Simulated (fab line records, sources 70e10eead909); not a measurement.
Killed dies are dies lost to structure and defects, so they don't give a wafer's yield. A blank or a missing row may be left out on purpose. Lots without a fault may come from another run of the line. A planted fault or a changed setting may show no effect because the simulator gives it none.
Which tool did it? | flow nand_harc | 18 lots, 54 wafers sampled, at 6 steps of a route of 1159

WHAT THE GAUGES READ, wafer by wafer
The record holds no reading of a measuring or inspecting step that can be judged against a usual standard deviation.

WHICH TOOL RAN EACH LOT (tool, then ch and the chambers of the sampled wafers, then the start)
lot  | NHARC_A_CONTACT_ETCH_91            | NHARC_A_CONTACT_DESCUM_13          | NHARC_A_CONTACT_ETCH_88            | NHARC_A_CONTACT_ETCH_134             | NHARC_A_CONTACT_ETCH_92            | NHARC_A_CONTACT_ETCH_110
L076 | rie_diel-02 ch 0,1,3, day 17 02:56 | rie_diel-12 ch 0,1,2, day 17 06:20 | rie_diel-12 ch 0,1, day 17 06:25   | har_cap_etch-02 ch 0,1, day 17 07:20 | rie_diel-02 ch 0,3, day 17 08:30   | rie_diel-12 ch 0,1, day 17 09:16
L078 | rie_diel-03 ch 0,1,2, day 17 05:05 | rie_diel-12 ch 1,3, day 17 10:44   | rie_diel-12 ch 1,2,3, day 17 10:50 | har_cap_etch-01 ch 0,1, day 17 11:50 | rie_diel-12 ch 1,3, day 17 12:55   | rie_diel-12 ch 0,1, day 17 13:40
L079 | rie_diel-02 ch 1,2,3, day 17 18:24 | rie_diel-12 ch 0,1, day 17 21:54   | rie_diel-12 ch 0,2,3, day 17 21:59 | har_cap_etch-02 ch 0,1, day 17 22:59 | rie_diel-12 ch 0,3, day 18 00:02   | rie_diel-02 ch 0,2,3, day 18 00:35
L075 | rie_diel-03 ch 0,3, day 17 20:52   | rie_diel-12 ch 2,3, day 18 00:14   | rie_diel-12 ch 1,2,3, day 18 00:19 | har_cap_etch-01 ch 0,1, day 18 01:13 | rie_diel-12 ch 1,3, day 18 02:19   | rie_diel-12 ch 1,2, day 18 02:50
L080 | rie_diel-02 ch 0,3, day 18 03:00   | rie_diel-12 ch 0,1,3, day 18 08:56 | rie_diel-12 ch 0,3, day 18 09:00   | har_cap_etch-02 ch 0,1, day 18 09:56 | rie_diel-12 ch 0,1, day 18 11:00   | rie_diel-02 ch 1,2,3, day 18 11:34
L083 | rie_diel-12 ch 0,1,3, day 19 01:37 | rie_diel-03 ch 0,1,2, day 19 05:01 | rie_diel-03 ch 0,2,3, day 19 05:07 | har_cap_etch-03 ch 0,1, day 19 06:00 | rie_diel-03 ch 0,2, day 19 07:05   | rie_diel-12 ch 0,1,3, day 19 07:37
L082 | rie_diel-12 ch 0,2,3, day 19 02:49 | rie_diel-02 ch 1,2,3, day 19 06:14 | rie_diel-02 ch 0,2, day 19 06:19   | har_cap_etch-02 ch 0,1, day 19 07:22 | rie_diel-12 ch 0,2,3, day 19 08:30 | rie_diel-12 ch 0,1,3, day 19 08:59
L084 | rie_diel-12 ch 1,2,3, day 20 00:08 | rie_diel-03 ch 0,2,3, day 20 04:19 | rie_diel-03 ch 0,1,2, day 20 04:23 | har_cap_etch-02 ch 0,1, day 20 05:17 | rie_diel-03 ch 0,2,3, day 20 06:30 | rie_diel-03 ch 0,2,3, day 20 07:03
L085 | rie_diel-02 ch 0,1,2, day 20 03:43 | rie_diel-02 ch 0,1,3, day 20 07:40 | rie_diel-02 ch 0,1,3, day 20 07:47 | har_cap_etch-03 ch 0,1, day 20 08:57 | rie_diel-12 ch 1,2, day 20 09:58   | rie_diel-12 ch 0,2,3, day 20 11:04
L087 | rie_diel-12 ch 0,1,2, day 20 04:16 | rie_diel-03 ch 0,2, day 20 07:59   | rie_diel-03 ch 0,3, day 20 08:04   | har_cap_etch-02 ch 0, day 20 08:58   | rie_diel-12 ch 1,3, day 20 10:04   | rie_diel-12 ch 0,1,3, day 20 11:07
L086 | rie_diel-12 ch 1,2,3, day 20 12:41 | rie_diel-12 ch 1,2,3, day 20 16:14 | rie_diel-12 ch 0,2,3, day 20 16:20 | har_cap_etch-01 ch 0,1, day 20 18:09 | rie_diel-12 ch 0,2,3, day 20 19:15 | rie_diel-03 ch 0,1,2, day 20 20:13
L090 | rie_diel-12 ch 0,3, day 20 21:17   | rie_diel-03 ch 0,1, day 21 00:40   | rie_diel-03 ch 0,2,3, day 21 00:45 | har_cap_etch-03 ch 0,1, day 21 01:44 | rie_diel-12 ch 0,2,3, day 21 02:52 | rie_diel-12 ch 1,2, day 21 03:20
L088 | rie_diel-12 ch 0,1,3, day 20 21:50 | rie_diel-03 ch 1,2,3, day 21 01:55 | rie_diel-03 ch 0,1,2, day 21 02:00 | har_cap_etch-01 ch 0,1, day 21 02:54 | rie_diel-03 ch 0,1,2, day 21 04:18 | rie_diel-02 ch 0,1,2, day 21 04:49
L089 | rie_diel-02 ch 0,2,3, day 20 22:48 | rie_diel-03 ch 0,2,3, day 21 02:59 | rie_diel-03 ch 1,2,3, day 21 03:04 | har_cap_etch-03 ch 0,1, day 21 04:01 | rie_diel-03 ch 0,2,3, day 21 05:05 | rie_diel-02 ch 0,2,3, day 21 06:03
L093 | rie_diel-02 ch 1,3, day 21 03:30   | rie_diel-03 ch 0,1, day 21 13:10   | rie_diel-03 ch 0,3, day 21 13:14   | har_cap_etch-03 ch 0,1, day 21 14:09 | rie_diel-03 ch 2,3, day 21 15:14   | rie_diel-02 ch 0,2, day 21 15:46
L094 | rie_diel-02 ch 0,2,3, day 21 16:26 | rie_diel-12 ch 0,1,3, day 21 22:44 | rie_diel-12 ch 0,1,3, day 21 22:49 | har_cap_etch-02 ch 0,1, day 21 23:43 | rie_diel-02 ch 0,2,3, day 22 00:49 | rie_diel-12 ch 0,1,3, day 22 01:19
L095 | rie_diel-03 ch 0,1,3, day 22 05:50 | rie_diel-02 ch 0,1,2, day 22 10:10 | rie_diel-02 ch 0,1,2, day 22 10:18 | har_cap_etch-02 ch 0,1, day 22 11:17 | rie_diel-12 ch 0,1,3, day 22 12:24 | rie_diel-12 ch 1,2,3, day 22 12:58
L097 | rie_diel-12 ch 2,3, day 22 08:13   | rie_diel-12 ch 0,1, day 22 11:34   | rie_diel-12 ch 1,2,3, day 22 11:39 | har_cap_etch-03 ch 0,1, day 22 12:33 | rie_diel-12 ch 0,1, day 22 13:38   | rie_diel-12 ch 0,1, day 22 14:09
- NHARC_A_CONTACT_ETCH_91: etches the open film in CH3F/O2, target depth 40 nm, time 85.7 s.
- NHARC_A_CONTACT_DESCUM_13: chemistry O2, time 3 s.
- NHARC_A_CONTACT_ETCH_88: etches the open film in CF4, target depth 39 nm, time 65 s.
- NHARC_A_CONTACT_ETCH_134: etches the open film in C4F8/O2/Ar, time 140 s, target depth 700 nm.
- NHARC_A_CONTACT_ETCH_92: etches the open film in CH3F/O2, target depth 40 nm, time 85.7 s.
- NHARC_A_CONTACT_ETCH_110: etches the open film in CF4/O2, target depth 50 nm, overetch 5 nm, time 27.5 s.

WHAT THE TOOLS THEMSELVES READ (means of the sampled wafers that have a number; where no wafer has one, the mark that the record gives instead)
NHARC_A_CONTACT_ETCH_91. Usual: ch3f_flow_sccm 49.99 sccm, standard deviation 0.15; drypump_motor_current_A 5.8 A, standard deviation 0.43; o2_flow_sccm 30.01 sccm, standard deviation 0.089; oes_product_au 0.936 a.u., standard deviation 0.023; rf_vpp_V 244.4 V, standard deviation 2; showerhead_plenum_p_Torr 2.46 Torr, standard deviation 0.13; throttle_valve_pct 20.663 %, standard deviation 0.008.
lot  | tool        | ch3f_flow_sccm (sccm) | drypump_motor_current_A (A) | o2_flow_sccm (sccm) | oes_product_au (a.u.) | rf_vpp_V (V) | showerhead_plenum_p_Torr (Torr) | throttle_valve_pct (%) | flag
L076 | rie_diel-02 | 50.08                 | 5.8                         | 30.03               | 0.922                 | 245.0        | 2.46                            | 20.670                 |
L078 | rie_diel-03 | 49.98                 | 5.6                         | 29.85               | 0.923                 | 243.8        | 2.45                            | 20.662                 |
L079 | rie_diel-02 | 49.97                 | 6.2                         | 29.99               | 0.935                 | 244.6        | 2.50                            | 20.659                 |
L075 | rie_diel-03 | 49.82                 | 5.5                         | 30.10               | 0.924                 | 243.4        | 2.43                            | 20.665                 |
L080 | rie_diel-02 | 49.96                 | 5.8                         | 30.09               | 0.921                 | 246.3        | 2.55                            | 20.668                 |
L083 | rie_diel-12 | 50.10                 | 5.8                         | 29.92               | 0.924                 | 243.4        | 2.39                            | 20.660                 |
L082 | rie_diel-12 | 50.01                 | 6.0                         | 30.08               | 0.929                 | 244.7        | 2.48                            | 20.662                 |
L084 | rie_diel-12 | 50.08                 | 5.8                         | 30.01               | 0.927                 | 244.6        | 2.50                            | 20.665                 |
L085 | rie_diel-02 | 49.98                 | 5.8                         | 29.94               | 0.927                 | 244.9        | 2.48                            | 20.666                 |
L087 | rie_diel-12 | 49.86                 | 5.8                         | 30.02               | 0.928                 | 243.2        | 2.41                            | 20.666                 |
L086 | rie_diel-12 | 49.98                 | 5.8                         | 30.07               | 0.930                 | 245.1        | 2.50                            | 20.659                 |
L090 | rie_diel-12 | 49.95                 | 6.0                         | 30.02               | 0.930                 | 242.3        | 2.36                            | 20.661                 |
L088 | rie_diel-12 | 50.15                 | 5.8                         | 29.99               | 0.925                 | 243.3        | 2.39                            | 20.661                 |
L089 | rie_diel-02 | 50.04                 | 6.2                         | 29.94               | 0.920                 | 246.5        | 2.58                            | 20.662                 |
L093 | rie_diel-02 | 50.03                 | 5.8                         | 30.01               | 0.936                 | 243.4        | 2.37                            | 20.665                 |
L094 | rie_diel-02 | 50.03                 | 6.2                         | 30.07               | 0.930                 | 245.6        | 2.58                            | 20.664                 |
L095 | rie_diel-03 | 49.89                 | 5.4                         | 30.06               | 1.003                 | 242.9        | 2.37                            | 20.668                 |
L097 | rie_diel-12 | 49.98                 | 6.0                         | 29.92               | 0.932                 | 246.1        | 2.58                            | 20.654                 |

NHARC_A_CONTACT_DESCUM_13. Usual: drypump_motor_current_A 5.7 A, standard deviation 0.42; o2_flow_sccm 200.0 sccm, standard deviation 0.61; oes_product_au 1.002 a.u., standard deviation 0.0096; rf_vpp_V 57.8 V, standard deviation 0.93; showerhead_plenum_p_Torr 1.90 Torr, standard deviation 0.099; throttle_valve_pct 11.312 %, standard deviation 0.0091.
lot  | tool        | drypump_motor_current_A (A) | o2_flow_sccm (sccm) | oes_product_au (a.u.) | rf_vpp_V (V) | showerhead_plenum_p_Torr (Torr) | throttle_valve_pct (%) | flag
L076 | rie_diel-12 | 5.8                         | 199.7               | 1.009                 | 58.2         | 1.88                            | 11.313                 |
L078 | rie_diel-12 | 5.8                         | 199.9               | 0.994                 | 58.4         | 1.93                            | 11.320                 |
L079 | rie_diel-12 | 5.6                         | 199.4               | 0.997                 | 58.4         | 1.81                            | 11.316                 |
L075 | rie_diel-12 | 6.0                         | 200.4               | 1.014                 | 57.5         | 2.02                            | 11.313                 |
L080 | rie_diel-12 | 5.8                         | 200.8               | 0.996                 | 57.4         | 1.86                            | 11.312                 |
L083 | rie_diel-03 | 5.6                         | 199.8               | 1.008                 | 57.5         | 1.90                            | 11.305                 |
L082 | rie_diel-02 | 6.2                         | 200.4               | 1.009                 | 58.8         | 1.94                            | 11.311                 |
L084 | rie_diel-03 | 5.5                         | 199.4               | 1.004                 | 57.6         | 1.90                            | 11.310                 |
L085 | rie_diel-02 | 5.8                         | 200.4               | 1.001                 | 57.7         | 1.91                            | 11.316                 |
L087 | rie_diel-03 | 5.7                         | 199.6               | 1.006                 | 57.6         | 1.93                            | 11.313                 |
L086 | rie_diel-12 | 5.8                         | 200.4               | 1.007                 | 58.3         | 1.95                            | 11.316                 |
L090 | rie_diel-03 | 5.6                         | 199.7               | 1.008                 | 57.2         | 1.88                            | 11.314                 |
L088 | rie_diel-03 | 5.4                         | 199.6               | 1.001                 | 58.0         | 1.86                            | 11.309                 |
L089 | rie_diel-03 | 5.6                         | 200.5               | 1.006                 | 57.8         | 1.89                            | 11.310                 |
L093 | rie_diel-03 | 5.4                         | 198.9               | 1.005                 | 57.6         | 1.85                            | 11.315                 |
L094 | rie_diel-12 | 5.8                         | 199.9               | 0.992                 | 57.1         | 1.86                            | 11.318                 |
L095 | rie_diel-02 | 5.7                         | 200.0               | 1.001                 | 57.7         | 2.04                            | 11.319                 |
L097 | rie_diel-12 | 5.6                         | 200.3               | 0.984                 | 57.1         | 1.80                            | 11.317                 |

NHARC_A_CONTACT_ETCH_88. Usual: drypump_motor_current_A 5.7 A, standard deviation 0.44; oes_product_au 1.003 a.u., standard deviation 0.0097; rf_vpp_V 151.2 V, standard deviation 1.4; showerhead_plenum_p_Torr 1.76 Torr, standard deviation 0.085; throttle_valve_pct 13.283 %, standard deviation 0.0093.
lot  | tool        | drypump_motor_current_A (A) | oes_product_au (a.u.) | rf_vpp_V (V) | showerhead_plenum_p_Torr (Torr) | throttle_valve_pct (%) | flag
L076 | rie_diel-12 | 5.6                         | 0.999                 | 150.2        | 1.68                            | 13.282                 |
L078 | rie_diel-12 | 5.8                         | 1.003                 | 152.2        | 1.80                            | 13.288                 |
L079 | rie_diel-12 | 6.0                         | 1.008                 | 151.2        | 1.78                            | 13.282                 |
L075 | rie_diel-12 | 5.8                         | 1.014                 | 152.0        | 1.80                            | 13.278                 |
L080 | rie_diel-12 | 6.0                         | 0.997                 | 150.4        | 1.76                            | 13.280                 |
L083 | rie_diel-03 | 5.6                         | 1.005                 | 151.5        | 1.76                            | 13.282                 |
L082 | rie_diel-02 | 6.1                         | 0.994                 | 152.5        | 1.87                            | 13.278                 |
L084 | rie_diel-03 | 5.6                         | 1.004                 | 150.5        | 1.76                            | 13.289                 |
L085 | rie_diel-02 | 5.8                         | 1.006                 | 151.9        | 1.77                            | 13.286                 |
L087 | rie_diel-03 | 5.4                         | 1.008                 | 150.8        | 1.72                            | 13.285                 |
L086 | rie_diel-12 | 6.0                         | 1.009                 | 151.5        | 1.78                            | 13.288                 |
L090 | rie_diel-03 | 5.5                         | 1.015                 | 151.1        | 1.75                            | 13.291                 |
L088 | rie_diel-03 | 5.6                         | 1.009                 | 150.6        | 1.75                            | 13.287                 |
L089 | rie_diel-03 | 5.4                         | 1.011                 | 150.9        | 1.72                            | 13.285                 |
L093 | rie_diel-03 | 5.4                         | 1.002                 | 150.0        | 1.71                            | 13.281                 |
L094 | rie_diel-12 | 5.8                         | 0.989                 | 150.5        | 1.72                            | 13.280                 |
L095 | rie_diel-02 | 5.7                         | 1.002                 | 152.8        | 1.87                            | 13.269                 |
L097 | rie_diel-12 | 5.8                         | 1.004                 | 152.6        | 1.79                            | 13.282                 |

NHARC_A_CONTACT_ETCH_92. Usual: ch3f_flow_sccm 50.04 sccm, standard deviation 0.14; drypump_motor_current_A 5.8 A, standard deviation 0.35; o2_flow_sccm 30.00 sccm, standard deviation 0.093; oes_product_au 0.942 a.u., standard deviation 0.03; rf_vpp_V 244.1 V, standard deviation 2; showerhead_plenum_p_Torr 2.44 Torr, standard deviation 0.13; throttle_valve_pct 20.663 %, standard deviation 0.0089.
lot  | tool        | ch3f_flow_sccm (sccm) | drypump_motor_current_A (A) | o2_flow_sccm (sccm) | oes_product_au (a.u.) | rf_vpp_V (V) | showerhead_plenum_p_Torr (Torr) | throttle_valve_pct (%) | flag
L076 | rie_diel-02 | 50.04                 | 5.8                         | 30.03               | 0.998                 | 246.9        | 2.55                            | 20.665                 |
L078 | rie_diel-12 | 50.15                 | 5.6                         | 29.95               | 0.929                 | 243.9        | 2.42                            | 20.662                 |
L079 | rie_diel-12 | 49.97                 | 5.9                         | 30.03               | 0.924                 | 244.4        | 2.45                            | 20.676                 |
L075 | rie_diel-12 | 50.10                 | 5.6                         | 30.01               | 0.926                 | 244.6        | 2.42                            | 20.660                 |
L080 | rie_diel-12 | 50.03                 | 5.9                         | 30.00               | 0.925                 | 242.7        | 2.31                            | 20.663                 |
L083 | rie_diel-03 | 50.06                 | 5.7                         | 30.00               | 0.932                 | 243.7        | 2.48                            | 20.665                 |
L082 | rie_diel-12 | 50.20                 | 6.0                         | 29.91               | 0.927                 | 244.5        | 2.48                            | 20.667                 |
L084 | rie_diel-03 | 50.15                 | 5.6                         | 29.99               | 0.929                 | 243.5        | 2.44                            | 20.661                 |
L085 | rie_diel-12 | 50.05                 | 5.6                         | 29.91               | 0.929                 | 243.8        | 2.44                            | 20.659                 |
L087 | rie_diel-12 | 50.08                 | 5.8                         | 29.97               | 0.928                 | 244.4        | 2.47                            | 20.670                 |
L086 | rie_diel-12 | 50.03                 | 6.0                         | 30.03               | 0.930                 | 244.7        | 2.47                            | 20.664                 |
L090 | rie_diel-12 | 50.02                 | 6.0                         | 29.97               | 0.934                 | 244.8        | 2.47                            | 20.660                 |
L088 | rie_diel-03 | 50.10                 | 5.6                         | 30.01               | 0.935                 | 243.2        | 2.43                            | 20.659                 |
L089 | rie_diel-03 | 50.10                 | 5.5                         | 30.01               | 0.945                 | 244.0        | 2.43                            | 20.658                 |
L093 | rie_diel-03 | 50.01                 | 5.5                         | 29.98               | 0.945                 | 244.1        | 2.45                            | 20.666                 |
L094 | rie_diel-02 | 49.93                 | 6.2                         | 30.01               | 0.933                 | 244.8        | 2.57                            | 20.665                 |
L095 | rie_diel-12 | 50.08                 | 5.8                         | 29.94               | 0.926                 | 243.4        | 2.39                            | 20.662                 |
L097 | rie_diel-12 | 50.10                 | 5.9                         | 29.98               | 0.917                 | 242.8        | 2.30                            | 20.664                 |

NHARC_A_CONTACT_ETCH_110. Usual: drypump_motor_current_A 5.8 A, standard deviation 0.4; o2_flow_sccm 20.00 sccm, standard deviation 0.067; oes_product_au 1.003 a.u., standard deviation 0.011; rf_vpp_V 197.7 V, standard deviation 1.8; showerhead_plenum_p_Torr 1.33 Torr, standard deviation 0.074; throttle_valve_pct 13.396 %, standard deviation 0.0087.
lot  | tool        | drypump_motor_current_A (A) | o2_flow_sccm (sccm) | oes_product_au (a.u.) | rf_vpp_V (V) | showerhead_plenum_p_Torr (Torr) | throttle_valve_pct (%) | flag
L076 | rie_diel-12 | 5.9                         | 20.01               | 0.990                 | 196.6        | 1.25                            | 13.400                 |
L078 | rie_diel-12 | 5.6                         | 19.94               | 1.006                 | 196.5        | 1.27                            | 13.400                 |
L079 | rie_diel-02 | 6.1                         | 19.97               | 1.006                 | 199.9        | 1.41                            | 13.397                 |
L075 | rie_diel-12 | 5.6                         | 20.07               | 1.005                 | 197.3        | 1.33                            | 13.392                 |
L080 | rie_diel-02 | 6.2                         | 19.98               | 1.009                 | 199.1        | 1.36                            | 13.393                 |
L083 | rie_diel-12 | 5.8                         | 20.03               | 0.993                 | 196.4        | 1.30                            | 13.401                 |
L082 | rie_diel-12 | 5.8                         | 20.04               | 0.996                 | 196.4        | 1.30                            | 13.395                 |
L084 | rie_diel-03 | 5.5                         | 20.03               | 1.004                 | 197.7        | 1.32                            | 13.392                 |
L085 | rie_diel-12 | 6.0                         | 19.98               | 1.007                 | 197.8        | 1.34                            | 13.395                 |
L087 | rie_diel-12 | 5.8                         | 19.98               | 0.993                 | 197.5        | 1.30                            | 13.408                 |
L086 | rie_diel-03 | 5.5                         | 19.92               | 1.009                 | 198.4        | 1.32                            | 13.397                 |
L090 | rie_diel-12 | 5.6                         | 20.05               | 1.009                 | 197.3        | 1.33                            | 13.401                 |
L088 | rie_diel-02 | 5.7                         | 19.98               | 0.999                 | 198.4        | 1.34                            | 13.395                 |
L089 | rie_diel-02 | 6.2                         | 19.98               | 1.003                 | 199.3        | 1.40                            | 13.390                 |
L093 | rie_diel-02 | 6.1                         | 20.03               | 0.990                 | 199.7        | 1.41                            | 13.404                 |
L094 | rie_diel-12 | 5.8                         | 19.99               | 0.993                 | 196.8        | 1.29                            | 13.402                 |
L095 | rie_diel-12 | 5.8                         | 19.94               | 1.004                 | 197.9        | 1.35                            | 13.398                 |
L097 | rie_diel-12 | 5.6                         | 19.97               | 0.994                 | 196.5        | 1.26                            | 13.399                 |

THE ANSWER, worked out from the rows above alone
Rule: a lot is off if the mean of its wafers that have a number lies more than 3 standard deviations from the usual mean. A lot without any number at a reading at which 4 lots or more have one is off too. The other lots that the step has rows for count as sound. The gauges are gone through in route order, then the tools' own readings, and for those a lot's mean is taken as printed above. The first step at which some lot is off is used, and at that step the reading that is off furthest; a lot without a number counts as furthest.
No lot is off at any reading shown: from this, nothing can be told.

WHAT THE SIMULATOR HAD PUT IN
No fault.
